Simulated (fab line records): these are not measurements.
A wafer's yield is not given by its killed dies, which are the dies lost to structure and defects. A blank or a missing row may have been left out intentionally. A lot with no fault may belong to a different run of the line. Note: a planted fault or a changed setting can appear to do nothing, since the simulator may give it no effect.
Which of the tools did it? || flow n5Finfet || 9 lots, 27 wafers sampled, at 5 steps of a route of 1938

## WHAT EACH GAUGE READ, for each wafer
N5_BEOL_M4_RC_MEAS_101. Usual: DIBL_N 36.8 mV/V, standard deviation 1.5; DIBL_P 37.1 mV/V, standard deviation 2.1; IOFF_N 0.168 nA/um, standard deviation 0.03; IOFF_P 0.22 nA/um, standard deviation 0.034; ION_N 679 uA/um, standard deviation 12; ION_P 466 uA/um, standard deviation 8; SS_N 71.7 mV/dec, standard deviation 0.58; SS_P 73.5 mV/dec, standard deviation 0.67; VT_N 248.8 mV, standard deviation 2.7; VT_P -250 mV, standard deviation 3.3.
{"lot": "L781", "measured": "day 7 12:11", "on": "prober-02", "DIBL_N (mV/V)": "38.6 34.9 38.5", "DIBL_P (mV/V)": "39.9 35.0 39.9", "IOFF_N (nA/um)": "0.204 0.135 0.213", "IOFF_P (nA/um)": "0.24 0.17 0.25", "ION_N (uA/um)": "683 662 679", "ION_P (uA/um)": "463 455 466", "SS_N (mV/dec)": "73.2 71.3 71.6", "SS_P (mV/dec)": "74.1 73.5 74.3", "VT_N (mV)": "247.3 250.8 244.0", "VT_P (mV)": "-249 -256 -247", "flag": ""}
{"lot": "L783", "measured": "day 8 13:29", "on": "prober-01", "DIBL_N (mV/V)": "37.0 36.9 37.1", "DIBL_P (mV/V)": "36.1 36.0 36.1", "IOFF_N (nA/um)": "0.146 0.146 0.148", "IOFF_P (nA/um)": "0.19 0.20 0.20", "ION_N (uA/um)": "678 675 672", "ION_P (uA/um)": "461 462 461", "SS_N (mV/dec)": "71.5 70.6 70.9", "SS_P (mV/dec)": "73.5 72.9 73.4", "VT_N (mV)": "249.8 247.4 248.0", "VT_P (mV)": "-253 -249 -250", "flag": ""}
{"lot": "L786", "measured": "day 8 17:46", "on": "prober-01", "DIBL_N (mV/V)": "37.7 39.2 34.7", "DIBL_P (mV/V)": "38.3 37.7 33.1", "IOFF_N (nA/um)": "0.187 0.213 0.126", "IOFF_P (nA/um)": "0.26 0.24 0.17", "ION_N (uA/um)": "678 680 667", "ION_P (uA/um)": "467 460 458", "SS_N (mV/dec)": "72.6 72.9 71.5", "SS_P (mV/dec)": "74.2 73.9 73.1", "VT_N (mV)": "247.7 248.0 252.7", "VT_P (mV)": "-246 -247 -252", "flag": ""}
{"lot": "L794", "measured": "day 11 02:07", "on": "prober-02", "DIBL_N (mV/V)": "34.3 36.4 35.6", "DIBL_P (mV/V)": "32.5 34.9 34.2", "IOFF_N (nA/um)": "0.132 0.166 0.152", "IOFF_P (nA/um)": "0.19 0.22 0.21", "ION_N (uA/um)": "662 676 670", "ION_P (uA/um)": "465 470 461", "SS_N (mV/dec)": "70.9 71.2 71.0", "SS_P (mV/dec)": "73.3 73.4 74.0", "VT_N (mV)": "250.2 247.7 249.4", "VT_P (mV)": "-251 -250 -250", "flag": ""}
{"lot": "L797", "measured": "day 11 22:59", "on": "prober-01", "DIBL_N (mV/V)": "37.2 38.1 35.6", "DIBL_P (mV/V)": "37.4 38.0 35.5", "IOFF_N (nA/um)": "0.178 0.182 0.146", "IOFF_P (nA/um)": "0.23 0.25 0.20", "ION_N (uA/um)": "690 689 683", "ION_P (uA/um)": "467 470 468", "SS_N (mV/dec)": "71.8 71.6 70.7", "SS_P (mV/dec)": "72.4 73.9 72.7", "VT_N (mV)": "245.2 247.6 251.3", "VT_P (mV)": "-249 -247 -249", "flag": ""}
{"lot": "L798", "measured": "day 12 05:23", "on": "prober-01", "DIBL_N (mV/V)": "35.7 33.8 37.9", "DIBL_P (mV/V)": "36.8 33.9 39.5", "IOFF_N (nA/um)": "0.139 0.118 0.169", "IOFF_P (nA/um)": "0.22 0.17 0.27", "ION_N (uA/um)": "681 674 676", "ION_P (uA/um)": "472 468 471", "SS_N (mV/dec)": "71.1 70.9 71.7", "SS_P (mV/dec)": "73.4 72.4 73.9", "VT_N (mV)": "252.4 253.6 244.6", "VT_P (mV)": "-251 -252 -246", "flag": ""}
{"lot": "L800", "measured": "day 12 11:42", "on": "prober-01", "DIBL_N (mV/V)": "36.0 36.6 33.2", "DIBL_P (mV/V)": "37.5 37.5 33.1", "IOFF_N (nA/um)": "0.143 0.163 0.102", "IOFF_P (nA/um)": "0.21 0.20 0.15", "ION_N (uA/um)": "670 677 651", "ION_P (uA/um)": "462 460 451", "SS_N (mV/dec)": "72.4 72.0 71.3", "SS_P (mV/dec)": "74.4 73.6 72.1", "VT_N (mV)": "250.8 247.4 255.1", "VT_P (mV)": "-251 -251 -254", "flag": ""}
{"lot": "L802", "measured": "day 13 00:08", "on": "prober-02", "DIBL_N (mV/V)": "39.5 36.3 37.7", "DIBL_P (mV/V)": "39.8 36.0 37.7", "IOFF_N (nA/um)": "0.233 0.149 0.182", "IOFF_P (nA/um)": "0.28 0.21 0.23", "ION_N (uA/um)": "712 687 695", "ION_P (uA/um)": "478 472 476", "SS_N (mV/dec)": "71.8 71.4 72.2", "SS_P (mV/dec)": "74.5 73.2 73.2", "VT_N (mV)": "244.4 250.9 248.9", "VT_P (mV)": "-247 -249 -250", "flag": ""}
{"lot": "L803", "measured": "day 13 08:35", "on": "prober-02", "DIBL_N (mV/V)": "33.4 34.7 36.5", "DIBL_P (mV/V)": "33.0 34.8 36.2", "IOFF_N (nA/um)": "0.126 0.147 0.164", "IOFF_P (nA/um)": "0.19 0.22 0.26", "ION_N (uA/um)": "679 681 678", "ION_P (uA/um)": "469 472 474", "SS_N (mV/dec)": "71.3 71.5 72.4", "SS_P (mV/dec)": "72.9 73.4 73.0", "VT_N (mV)": "252.8 252.4 248.7", "VT_P (mV)": "-251 -247 -246", "flag": ""}

## TOOL THAT RAN EACH LOT (tool first, then ch and the chambers of the sampled wafers, then the start)
{"lot": "L781", "N5_FIN_SAQP_DESCUM_21": "rieDiel-01 ch 0,1, day 1 23:29", "N5_FIN_SAQP_RECESS_75": "vaporEtch-02 ch 0,1, day 2 00:11", "N5_FIN_SAQP_SPACER1_ALD_24": "aldSin-03 ch 1,2,3, day 2 00:42", "N5_FIN_SAQP_MANDREL_ETCH_58": "rieSi-04 ch 0,2,3, day 2 01:53"}
{"lot": "L783", "N5_FIN_SAQP_DESCUM_21": "rieDiel-01 ch 1,2, day 2 10:46", "N5_FIN_SAQP_RECESS_75": "vaporEtch-02 ch 0,1, day 2 11:36", "N5_FIN_SAQP_SPACER1_ALD_24": "aldSin-01 ch 0,2,3, day 2 11:59", "N5_FIN_SAQP_MANDREL_ETCH_58": "rieSi-01 ch 0,1,2, day 2 13:13"}
{"lot": "L786", "N5_FIN_SAQP_DESCUM_21": "rieDiel-01 ch 0,1,2, day 3 03:53", "N5_FIN_SAQP_RECESS_75": "vaporEtch-02 ch 0,1, day 3 04:35", "N5_FIN_SAQP_SPACER1_ALD_24": "aldSin-01 ch 1,2,3, day 3 05:22", "N5_FIN_SAQP_MANDREL_ETCH_58": "rieSi-01 ch 0,2,3, day 3 06:29"}
{"lot": "L794", "N5_FIN_SAQP_DESCUM_21": "rieDiel-01 ch 0,2,3, day 5 04:23", "N5_FIN_SAQP_RECESS_75": "vaporEtch-01 ch 0,1, day 5 05:07", "N5_FIN_SAQP_SPACER1_ALD_24": "aldSin-04 ch 0,1,3, day 5 05:29", "N5_FIN_SAQP_MANDREL_ETCH_58": "rieSi-05 ch 1,2, day 5 06:38"}
{"lot": "L797", "N5_FIN_SAQP_DESCUM_21": "rieDiel-06 ch 0,2, day 5 21:52", "N5_FIN_SAQP_RECESS_75": "vaporEtch-01 ch 0,1, day 5 22:48", "N5_FIN_SAQP_SPACER1_ALD_24": "aldSin-01 ch 1,2,3, day 5 23:11", "N5_FIN_SAQP_MANDREL_ETCH_58": "rieSi-05 ch 2,3, day 6 00:17"}
{"lot": "L798", "N5_FIN_SAQP_DESCUM_21": "rieDiel-01 ch 1,2, day 6 04:21", "N5_FIN_SAQP_RECESS_75": "vaporEtch-02 ch 0,1, day 6 05:03", "N5_FIN_SAQP_SPACER1_ALD_24": "aldSin-03 ch 0,2, day 6 05:26", "N5_FIN_SAQP_MANDREL_ETCH_58": "rieSi-05 ch 0,1,3, day 6 06:32"}
{"lot": "L800", "N5_FIN_SAQP_DESCUM_21": "rieDiel-01 ch 1,2,3, day 6 16:28", "N5_FIN_SAQP_RECESS_75": "vaporEtch-02 ch 0,1, day 6 17:11", "N5_FIN_SAQP_SPACER1_ALD_24": "aldSin-01 ch 0,2,3, day 6 17:34", "N5_FIN_SAQP_MANDREL_ETCH_58": "rieSi-01 ch 0,2,3, day 6 18:40"}
{"lot": "L802", "N5_FIN_SAQP_DESCUM_21": "rieDiel-02 ch 1,2,3, day 7 04:04", "N5_FIN_SAQP_RECESS_75": "vaporEtch-02 ch 0,1, day 7 04:46", "N5_FIN_SAQP_SPACER1_ALD_24": "aldSin-04 ch 1,2,3, day 7 05:20", "N5_FIN_SAQP_MANDREL_ETCH_58": "rieSi-05 ch 0,2,3, day 7 06:31"}
{"lot": "L803", "N5_FIN_SAQP_DESCUM_21": "rieDiel-06 ch 1,2,3, day 7 10:32", "N5_FIN_SAQP_RECESS_75": "vaporEtch-01 ch 0, day 7 11:15", "N5_FIN_SAQP_SPACER1_ALD_24": "aldSin-03 ch 1,2,3, day 7 11:38", "N5_FIN_SAQP_MANDREL_ETCH_58": "rieSi-05 ch 0,2,3, day 7 12:44"}
- N5_FIN_SAQP_DESCUM_21: chemistry O2, time 7.9 s.
- N5_FIN_SAQP_RECESS_75: chemistry HF/NH3, target SiO2, target depth 14.4 nm, afs cycles 3, sublimation time 60 s.
- N5_FIN_SAQP_SPACER1_ALD_24: deposits SiO2, target thk 20.3 nm, pulse time 1 s, purge time 2 s.
- N5_FIN_SAQP_MANDREL_ETCH_58: etches a-Si in HBr/Cl2, stops on SiNx, target depth 45 nm, bt time 10 s, time 27 s.

## WHAT THE TOOLS THEMSELVES READ (means of the sampled wafers that have a number; where no wafer has one, the mark that the record gives instead)
N5_FIN_SAQP_DESCUM_21. Usual: drypumpMotorCurrentA 5.6 A, standard deviation 0.49; oesProductAu 0.79 a.u., standard deviation 0.097; rfVppV 243.2 V, standard deviation 1.5; showerheadPlenumPTorr 2.10 Torr, standard deviation 0.074; throttleValvePct 20.48 %, standard deviation 0.29.
{"lot": "L781", "tool": "rieDiel-01", "drypumpMotorCurrentA (A)": 4.8, "oesProductAu (a.u.)": 0.78, "rfVppV (V)": 242.3, "showerheadPlenumPTorr (Torr)": 2.06, "throttleValvePct (%)": 20.39, "flag": ""}
{"lot": "L783", "tool": "rieDiel-01", "drypumpMotorCurrentA (A)": 5.8, "oesProductAu (a.u.)": 0.73, "rfVppV (V)": 242.9, "showerheadPlenumPTorr (Torr)": 2.11, "throttleValvePct (%)": 20.68, "flag": ""}
{"lot": "L786", "tool": "rieDiel-01", "drypumpMotorCurrentA (A)": 5.3, "oesProductAu (a.u.)": 0.75, "rfVppV (V)": 243.8, "showerheadPlenumPTorr (Torr)": 2.09, "throttleValvePct (%)": 20.54, "flag": ""}
{"lot": "L794", "tool": "rieDiel-01", "drypumpMotorCurrentA (A)": 5.4, "oesProductAu (a.u.)": 0.80, "rfVppV (V)": 243.2, "showerheadPlenumPTorr (Torr)": 2.08, "throttleValvePct (%)": 20.29, "flag": ""}
{"lot": "L797", "tool": "rieDiel-06", "drypumpMotorCurrentA (A)": 5.7, "oesProductAu (a.u.)": 0.83, "rfVppV (V)": 245.0, "showerheadPlenumPTorr (Torr)": 2.21, "throttleValvePct (%)": 20.42, "flag": ""}
{"lot": "L798", "tool": "rieDiel-01", "drypumpMotorCurrentA (A)": 5.8, "oesProductAu (a.u.)": 0.71, "rfVppV (V)": 243.7, "showerheadPlenumPTorr (Torr)": 2.10, "throttleValvePct (%)": 20.73, "flag": ""}
{"lot": "L800", "tool": "rieDiel-01", "drypumpMotorCurrentA (A)": 5.5, "oesProductAu (a.u.)": 0.78, "rfVppV (V)": 243.5, "showerheadPlenumPTorr (Torr)": 2.07, "throttleValvePct (%)": 20.59, "flag": ""}
{"lot": "L802", "tool": "rieDiel-02", "drypumpMotorCurrentA (A)": 6.1, "oesProductAu (a.u.)": 0.80, "rfVppV (V)": 242.5, "showerheadPlenumPTorr (Torr)": 2.07, "throttleValvePct (%)": 20.39, "flag": ""}
{"lot": "L803", "tool": "rieDiel-06", "drypumpMotorCurrentA (A)": 5.8, "oesProductAu (a.u.)": 0.84, "rfVppV (V)": 243.3, "showerheadPlenumPTorr (Torr)": 2.08, "throttleValvePct (%)": 20.48, "flag": ""}

N5_FIN_SAQP_RECESS_75. Usual: drypumpMotorCurrentA reads 6.15 A (standard deviation 0.21).
{"lot": "L781", "tool": "vaporEtch-02", "drypumpMotorCurrentA (A)": 6.25, "flag": ""}
{"lot": "L783", "tool": "vaporEtch-02", "drypumpMotorCurrentA (A)": 6.22, "flag": ""}
{"lot": "L786", "tool": "vaporEtch-02", "drypumpMotorCurrentA (A)": 6.08, "flag": ""}
{"lot": "L794", "tool": "vaporEtch-01", "drypumpMotorCurrentA (A)": 6.08, "flag": ""}
{"lot": "L797", "tool": "vaporEtch-01", "drypumpMotorCurrentA (A)": 6.12, "flag": ""}
{"lot": "L798", "tool": "vaporEtch-02", "drypumpMotorCurrentA (A)": 6.26, "flag": ""}
{"lot": "L800", "tool": "vaporEtch-02", "drypumpMotorCurrentA (A)": 6.26, "flag": ""}
{"lot": "L802", "tool": "vaporEtch-02", "drypumpMotorCurrentA (A)": 6.26, "flag": ""}
{"lot": "L803", "tool": "vaporEtch-01", "drypumpMotorCurrentA (A)": 6.02, "flag": ""}

N5_FIN_SAQP_SPACER1_ALD_24. Usual: heaterPowerW 464 W, standard deviation 70; precursorPulseHeightRel 0.999, standard deviation 0.02; susceptorTempC 300.02 C, standard deviation 0.19.
{"lot": "L781", "tool": "aldSin-03", "heaterPowerW (W)": 581, "precursorPulseHeightRel": 1.014, "susceptorTempC (C)": 300.01, "flag": ""}
{"lot": "L783", "tool": "aldSin-01", "heaterPowerW (W)": 485, "precursorPulseHeightRel": 0.980, "susceptorTempC (C)": 299.87, "flag": ""}
{"lot": "L786", "tool": "aldSin-01", "heaterPowerW (W)": 470, "precursorPulseHeightRel": 1.005, "susceptorTempC (C)": 299.95, "flag": ""}
{"lot": "L794", "tool": "aldSin-04", "heaterPowerW (W)": 427, "precursorPulseHeightRel": 1.001, "susceptorTempC (C)": 300.23, "flag": ""}
{"lot": "L797", "tool": "aldSin-01", "heaterPowerW (W)": 514, "precursorPulseHeightRel": 0.979, "susceptorTempC (C)": 311.70, "flag": "OFF"}
{"lot": "L798", "tool": "aldSin-03", "heaterPowerW (W)": 488, "precursorPulseHeightRel": 0.992, "susceptorTempC (C)": 299.97, "flag": ""}
{"lot": "L800", "tool": "aldSin-01", "heaterPowerW (W)": 539, "precursorPulseHeightRel": 1.011, "susceptorTempC (C)": 311.64, "flag": "OFF"}
{"lot": "L802", "tool": "aldSin-04", "heaterPowerW (W)": 412, "precursorPulseHeightRel": 0.979, "susceptorTempC (C)": 300.07, "flag": ""}
{"lot": "L803", "tool": "aldSin-03", "heaterPowerW (W)": 558, "precursorPulseHeightRel": 1.003, "susceptorTempC (C)": 299.83, "flag": ""}

N5_FIN_SAQP_MANDREL_ETCH_58. Usual: drypumpMotorCurrentA 5.5 A, standard deviation 0.33; heBacksideLeakSccm 2.8 sccm, standard deviation 0.41; oesProductAu 0.693 a.u., standard deviation 0.014; throttleValvePct 35.6 %, standard deviation 0.36.
{"lot": "L781", "tool": "rieSi-04", "drypumpMotorCurrentA (A)": 5.6, "heBacksideLeakSccm (sccm)": 3.0, "oesProductAu (a.u.)": 0.712, "throttleValvePct (%)": 35.5, "flag": ""}
{"lot": "L783", "tool": "rieSi-01", "drypumpMotorCurrentA (A)": 5.5, "heBacksideLeakSccm (sccm)": 3.2, "oesProductAu (a.u.)": 0.700, "throttleValvePct (%)": 35.6, "flag": ""}
{"lot": "L786", "tool": "rieSi-01", "drypumpMotorCurrentA (A)": 5.4, "heBacksideLeakSccm (sccm)": 2.6, "oesProductAu (a.u.)": 0.706, "throttleValvePct (%)": 35.7, "flag": ""}
{"lot": "L794", "tool": "rieSi-05", "drypumpMotorCurrentA (A)": 5.4, "heBacksideLeakSccm (sccm)": 2.9, "oesProductAu (a.u.)": 0.682, "throttleValvePct (%)": 35.4, "flag": ""}
{"lot": "L797", "tool": "rieSi-05", "drypumpMotorCurrentA (A)": 5.6, "heBacksideLeakSccm (sccm)": 2.6, "oesProductAu (a.u.)": 0.684, "throttleValvePct (%)": 35.5, "flag": ""}
{"lot": "L798", "tool": "rieSi-05", "drypumpMotorCurrentA (A)": 5.3, "heBacksideLeakSccm (sccm)": 2.7, "oesProductAu (a.u.)": 0.692, "throttleValvePct (%)": 35.7, "flag": ""}
{"lot": "L800", "tool": "rieSi-01", "drypumpMotorCurrentA (A)": 5.4, "heBacksideLeakSccm (sccm)": 2.7, "oesProductAu (a.u.)": 0.704, "throttleValvePct (%)": 35.7, "flag": ""}
{"lot": "L802", "tool": "rieSi-05", "drypumpMotorCurrentA (A)": 5.6, "heBacksideLeakSccm (sccm)": 2.8, "oesProductAu (a.u.)": 0.675, "throttleValvePct (%)": 35.8, "flag": ""}
{"lot": "L803", "tool": "rieSi-05", "drypumpMotorCurrentA (A)": 5.6, "heBacksideLeakSccm (sccm)": 2.8, "oesProductAu (a.u.)": 0.693, "throttleValvePct (%)": 35.8, "flag": ""}

## THE ANSWER, worked out from the rows above alone
Rule: lot off if the mean of its wafers having a number is beyond 3 standard deviations from the usual mean. A lot without any number at a reading at which 4 lots or more have one is off too. The other lots that the step has rows for count as sound. After the gauges, taken in route order, come the tools' own readings; for these a lot's mean is taken, as printed above. At the first step where some lot is off, the reading lying furthest off is the one used; lots without a number count as furthest.
Off: L797, L800 (N5_FIN_SAQP_SPACER1_ALD_24, susceptorTempC).
A tool fits if, at that step or a process step before it, it ran every lot that is off, and no sound lot after the first of them. One candidate fits, namely aldSin-01 at N5_FIN_SAQP_SPACER1_ALD_24. Its last sound lot is L786 (day 3 05:22), its first lot that is off L797 (day 5 23:11): a fault that began between those two fits.
The tool's own readings at N5_FIN_SAQP_SPACER1_ALD_24 bear it out: on the lots that are off they differ by more than 5 times the standard deviation of the sound lots' means. susceptorTempC reads 311.67 C there against 299.99 C on the sound lots.

## WHAT THE SIMULATOR HAD INSERTED
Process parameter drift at N5_FIN_SAQP_SPACER1_ALD_24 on aldSin-01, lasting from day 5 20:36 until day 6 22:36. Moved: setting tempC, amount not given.
Struck lots among those shown: L797, L800. This agrees with what the rule above found.
